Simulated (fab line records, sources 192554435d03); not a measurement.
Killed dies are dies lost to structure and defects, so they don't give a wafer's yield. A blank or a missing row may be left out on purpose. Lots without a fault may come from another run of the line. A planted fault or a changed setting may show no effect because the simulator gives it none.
Which tool did it? | flow n5_finfet | 10 lots, 30 wafers sampled, at 6 steps of a route of 1938

WHAT THE GAUGES READ, wafer by wafer
N5_HKMG_FIN_CD_MEAS_12: target cd 92.8 nm.
lot  | measured    | on        | cd_nm (nm)
L158 | day 4 03:40 | cd_sem-01 | 92.5 92.0 91.9
L160 | day 4 16:37 | cd_sem-03 | 92.2 93.7 93.0
L161 | day 4 21:47 | cd_sem-03 | 92.9 93.2 93.4
L164 | day 5 14:50 | cd_sem-01 | 91.9 92.7 92.4
L165 | day 6 01:58 | cd_sem-02 | 92.4 93.8 93.9
L169 | day 7 00:46 | cd_sem-02 | 92.5 93.0 92.4
L170 | day 7 08:38 | cd_sem-02 | 92.0 93.1 92.3
L171 | day 7 11:31 | cd_sem-02 | 93.7 93.7 93.8
L177 | day 8 22:13 | cd_sem-03 | 93.4 92.5 93.5
L181 | day 9 20:40 | cd_sem-01 | 93.2 93.2 92.6

N5_HKMG_FIN_OVL_MEAS_13.
lot  | measured    | on         | NWFM_OVL (nm)
L158 | day 4 03:41 | overlay-02 | 0.2 1.0 0.0
L160 | day 4 16:39 | overlay-01 | 0.6 0.8 -0.7
L161 | day 4 21:49 | overlay-02 | 0.6 0.8 -0.6
L164 | day 5 14:52 | overlay-02 | -0.7 0.3 0.0
L165 | day 6 01:59 | overlay-01 | 1.5 0.8 0.4
L169 | day 7 00:48 | overlay-02 | 0.7 -0.3 0.3
L170 | day 7 08:40 | overlay-01 | -0.1 1.1 -0.2
L171 | day 7 11:33 | overlay-02 | 1.1 1.2 0.7
L177 | day 8 22:15 | overlay-01 | -0.2 0.6 0.5
L181 | day 9 20:42 | overlay-02 | 0.0 1.2 0.5

N5_HKMG_FIN_INSPECT_14: inspects for defects (macro).
lot  | measured    | on                | raw_defect_count
L158 | day 4 03:43 | defect_inspect-02 | 3 3 4
L160 | day 4 16:40 | defect_inspect-01 | 1 2 2
L161 | day 4 21:50 | defect_inspect-02 | 2 4 4
L164 | day 5 14:53 | defect_inspect-02 | 0 4 2
L165 | day 6 02:01 | defect_inspect-02 | 1 6 3
L169 | day 7 00:49 | defect_inspect-02 | 2 2 3
L170 | day 7 08:41 | defect_inspect-02 | >300 >300 >300
L171 | day 7 11:35 | defect_inspect-02 | 3 1 2
L177 | day 8 22:16 | defect_inspect-02 | >300 >300 >300
L181 | day 9 20:44 | defect_inspect-01 | 2 3 2

N5_BEOL_M4_RC_MEAS_101.
lot  | measured     | on        | DIBL_N (mV/V)  | DIBL_P (mV/V)  | IOFF_N (nA/um) | IOFF_P (nA/um) | ION_N (uA/um) | ION_P (uA/um) | SS_N (mV/dec)  | SS_P (mV/dec)  | VT_N (mV)   | VT_P (mV)
L158 | day 7 14:49  | prober-01 | 39.5 37.5 34.2 | 39.9 36.7 33.5 | 0.20 0.17 0.11 | 0.24 0.20 0.15 | 672 681 642   | 458 461 443   | 72.9 71.9 71.0 | 74.6 74.5 72.4 | 248 253 256 | -248 -251 -256
L160 | day 8 05:29  | prober-01 | 33.7 35.4 35.9 | 35.2 37.1 37.6 | 0.14 0.16 0.18 | 0.21 0.23 0.23 | 667 674 682   | 469 473 473   | 70.5 71.1 71.9 | 72.9 73.2 74.0 | 252 250 248 | -250 -248 -250
L161 | day 8 07:13  | prober-02 | 36.6 39.1 39.0 | 37.7 41.7 41.1 | 0.20 0.27 0.27 | 0.26 0.34 0.34 | 688 713 696   | 468 482 476   | 72.1 71.7 72.7 | 73.4 74.9 74.9 | 243 240 240 | -246 -244 -243
L164 | day 9 04:19  | prober-01 | 35.6 34.7 38.1 | 38.0 36.0 39.9 | 0.17 0.14 0.20 | 0.21 0.18 0.23 | 681 662 681   | 456 454 458   | 71.0 71.7 71.8 | 72.9 73.0 74.0 | 252 250 249 | -250 -253 -251
L165 | day 9 19:28  | prober-02 | 37.3 37.1 36.5 | 37.1 38.6 36.5 | 0.18 0.19 0.16 | 0.24 0.27 0.22 | 676 691 682   | 468 477 463   | 71.6 71.7 71.3 | 72.4 73.7 72.6 | 249 246 250 | -248 -247 -250
L169 | day 11 00:17 | prober-01 | 33.6 35.7 33.9 | 32.4 35.6 32.6 | 0.11 0.14 0.11 | 0.16 0.21 0.17 | 655 661 666   | 450 459 455   | 70.5 70.5 70.8 | 71.7 73.2 73.0 | 251 249 255 | -253 -251 -253
L170 | day 11 04:16 | prober-02 | 35.3 37.7 37.8 | 34.2 37.2 38.8 | 0.12 0.16 0.16 | 0.16 0.19 0.22 | 662 686 677   | 457 458 464   | 70.2 71.1 72.0 | 72.5 73.5 73.0 | 255 249 250 | -255 -253 -252
L171 | day 11 07:58 | prober-02 | 36.2 35.7 37.3 | 34.2 34.5 35.9 | 0.14 0.13 0.15 | 0.17 0.17 0.19 | 679 680 674   | 460 461 461   | 72.2 70.5 71.6 | 73.1 73.2 72.7 | 252 254 253 | -255 -256 -251
L177 | day 12 23:57 | prober-01 | 35.2 37.4 36.4 | 34.0 36.2 34.2 | 0.13 0.18 0.15 | 0.18 0.22 0.19 | 668 685 661   | 460 467 455   | 71.4 71.3 70.8 | 72.7 72.8 73.1 | 250 245 249 | -253 -251 -252
L181 | day 13 17:47 | prober-01 | 34.9 35.1 34.1 | 36.8 35.5 35.1 | 0.15 0.14 0.13 | 0.17 0.16 0.16 | 665 672 666   | 450 451 454   | 70.6 71.4 71.0 | 73.9 73.2 73.1 | 252 252 255 | -257 -259 -258

WHICH TOOL RAN EACH LOT (tool, then ch and the chambers of the sampled wafers, then the start)
lot  | N5_HKMG_FIN_STRIP_60                | N5_HKMG_FIN_WET_ETCH_82
L158 | plasma_asher-02 ch 0,1, day 4 01:21 | wet_bench-03 ch 1,5,7, day 4 02:34
L160 | plasma_asher-02 ch 0,1, day 4 14:12 | wet_bench-06 ch 0,4,6, day 4 15:24
L161 | plasma_asher-01 ch 0,1, day 4 19:26 | wet_bench-05 ch 1,6,7, day 4 20:41
L164 | plasma_asher-02 ch 0,1, day 5 12:29 | wet_bench-03 ch 0,1,7, day 5 13:44
L165 | plasma_asher-01 ch 0,1, day 5 23:34 | wet_bench-03 ch 1,2,5, day 6 00:45
L169 | plasma_asher-01 ch 1, day 6 22:22   | wet_bench-06 ch 1,3,4, day 6 23:33
L170 | plasma_asher-02 ch 0,1, day 7 06:13 | wet_bench-06 ch 0,3,7, day 7 07:23
L171 | plasma_asher-02 ch 0,1, day 7 09:03 | wet_bench-05 ch 3,6,7, day 7 10:19
L177 | plasma_asher-02 ch 0,1, day 8 19:56 | wet_bench-06 ch 1,6,7, day 8 21:08
L181 | plasma_asher-01 ch 0,1, day 9 18:23 | wet_bench-05 ch 0,1,7, day 9 19:35
- N5_HKMG_FIN_STRIP_60: strips in N2/H2, time 360 s.
- N5_HKMG_FIN_WET_ETCH_82: etches La2O3 in dHCl, stops on HfO2, target depth 2 nm, rinse time 30 s.

WHAT THE TOOLS THEMSELVES READ (means of the sampled wafers that have a number; where no wafer has one, the mark that the record gives instead)
N5_HKMG_FIN_STRIP_60.
lot  | tool            | drypump_motor_current_A (A) | heater_power_w (W) | n2_flow_sccm (sccm) | temp_c (C)
L158 | plasma_asher-02 | 6.4                         | 487                | 1752                | 299.95
L160 | plasma_asher-02 | 6.1                         | 506                | 1748                | 300.05
L161 | plasma_asher-01 | 5.7                         | 465                | 1746                | 299.80
L164 | plasma_asher-02 | 6.1                         | 510                | 1752                | 299.82
L165 | plasma_asher-01 | 5.3                         | 472                | 1751                | 299.83
L169 | plasma_asher-01 | 4.8                         | 466                | 1761                | 299.87
L170 | plasma_asher-02 | 6.1                         | 507                | 1752                | 300.28
L171 | plasma_asher-02 | 6.4                         | 489                | 1744                | 299.79
L177 | plasma_asher-02 | 6.4                         | 483                | 1750                | 299.95
L181 | plasma_asher-01 | 5.7                         | 469                | 1746                | 300.17

N5_HKMG_FIN_WET_ETCH_82.
lot  | tool         | temp_c (C)
L158 | wet_bench-03 | 24.91
L160 | wet_bench-06 | 25.03
L161 | wet_bench-05 | 24.96
L164 | wet_bench-03 | 25.05
L165 | wet_bench-03 | 25.00
L169 | wet_bench-06 | 25.13
L170 | wet_bench-06 | 24.96
L171 | wet_bench-05 | 24.95
L177 | wet_bench-06 | 24.90
L181 | wet_bench-05 | 25.03

THE ANSWER, worked out from the rows above alone
Rule: what is usual is taken from the lots themselves. Put in order of their means at a reading, lots are off if they are a third of the lots or fewer, leave a main group of 4 or more, and stand apart from it by a gap of 3 or more times the standard deviation of the main group's means; of several such gaps the widest counts. A main group whose means are all the same, to the digits that the tables above print for the reading, isn't used. A lot without any number at a reading at which 4 lots or more have one is off too. The other lots that the step has rows for count as sound. The gauges are gone through in route order, then the tools' own readings, and for those a lot's mean is taken as printed above. The first step at which some lot is off is used, and at that step the reading that is off furthest; a lot without a number counts as furthest.
Off: L170, L177, at N5_HKMG_FIN_INSPECT_14 (raw_defect_count). Without a number there: L170, L177. The main group: mean 2.5, standard deviation 0.64.
A tool fits if, at a process step before that reading, it ran every lot that is off, and no sound lot after the first of them. The gauges at N5_HKMG_FIN_INSPECT_14 are tried like those tools. One fits: wet_bench-06 at N5_HKMG_FIN_WET_ETCH_82. Its last sound lot is L169 (day 6 23:33), its first lot that is off L170 (day 7 07:23): a fault that began between those two fits.

WHAT THE SIMULATOR HAD PUT IN
Chamber particle source: wet_bench-06, from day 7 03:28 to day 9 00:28, at N5_HKMG_FIN_WET_ETCH_82. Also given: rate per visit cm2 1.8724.
Lots struck among those shown: L170, L177. The rule above found the same.
